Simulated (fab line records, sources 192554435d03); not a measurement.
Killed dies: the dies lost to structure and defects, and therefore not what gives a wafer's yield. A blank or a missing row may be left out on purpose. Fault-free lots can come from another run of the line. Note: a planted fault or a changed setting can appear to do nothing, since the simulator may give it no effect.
Matching of chambers    flow n5Finfet    N5_BEOL_M0_SAQP_PECVD_04 on pecvd-04 has 3 sister chambers
The step deposits a-Si from SiH4/He, target thk 60 nm, time 60.2 s. 14 wafers are shown with their chamber, then 7 later ones without.

== WAFERS WITH THEIR CHAMBER ==
wafer   chamber  showerheadPlenumPTorr (Torr)  throttleValvePct (%)  heaterPowerOuterW (W)
L075.3  1        5.69                          16.9                  272
L075.4  1        5.70                          17.1                  272
L075.5  2        5.66                          17.5                  348
L078.2  1        5.69                          17.1                  301
L078.4  1        5.70                          17.0                  307
L078.6  0        5.75                          18.4                  307
L080.1  2        5.65                          17.2                  413
L080.3  0        5.76                          18.9                  300
L080.6  0        5.76                          18.3                  301
L081.2  1        5.67                          17.1                  310
L081.4  1        5.69                          16.9                  306
L081.6  0        5.76                          18.3                  305
L090.1  1        5.69                          17.1                  328
L090.3  2        5.66                          17.4                  399

SIGNATURES (averages over the wafers above)
reading                chamber 0  chamber 1  chamber 2  scatter within a chamber
showerheadPlenumPTorr  5.7575     5.6900     5.6567     0.00821
throttleValvePct       18.475     17.029     17.367     0.178
heaterPowerOuterW      303.25     299.43     386.67     21.1
Rule: for a wafer and a chamber, the distance is found by dividing, reading by reading, the gap between the wafer's reading and the chamber's mean by the reading's scatter, squaring, summing and taking the root. If the next closest chamber is less than 2 further off than the closest, the wafer can't be placed; otherwise it belongs to the closest. The scatter: take each reading less its chamber's mean, square it, sum over the shown wafers, divide by the number of wafers less the number of chambers, and take the root.

== WAFERS WHOSE CHAMBER IS MISSING ==
wafer   showerheadPlenumPTorr (Torr)  throttleValvePct (%)  heaterPowerOuterW (W)
L090.5  5.75                          18.5                  295
L094.1  5.68                          17.1                  411
L094.4  5.69                          17.0                  343
L094.6  5.76                          18.8                  309
L097.1  5.75                          18.5                  297
L097.5  5.77                          18.6                  298
L097.6  5.69                          17.1                  318

== WHICH CHAMBER EACH WENT THROUGH ==
wafer   from the rows above  in truth
L090.5  0                    0
L094.1  2                    2
L094.4  1                    1
L094.6  0                    0
L097.1  0                    0
L097.5  0                    0
L097.6  1                    1
Correct placement for 7 of the 7. Number that these rows cannot place: 0. Wrongly placed: 0.
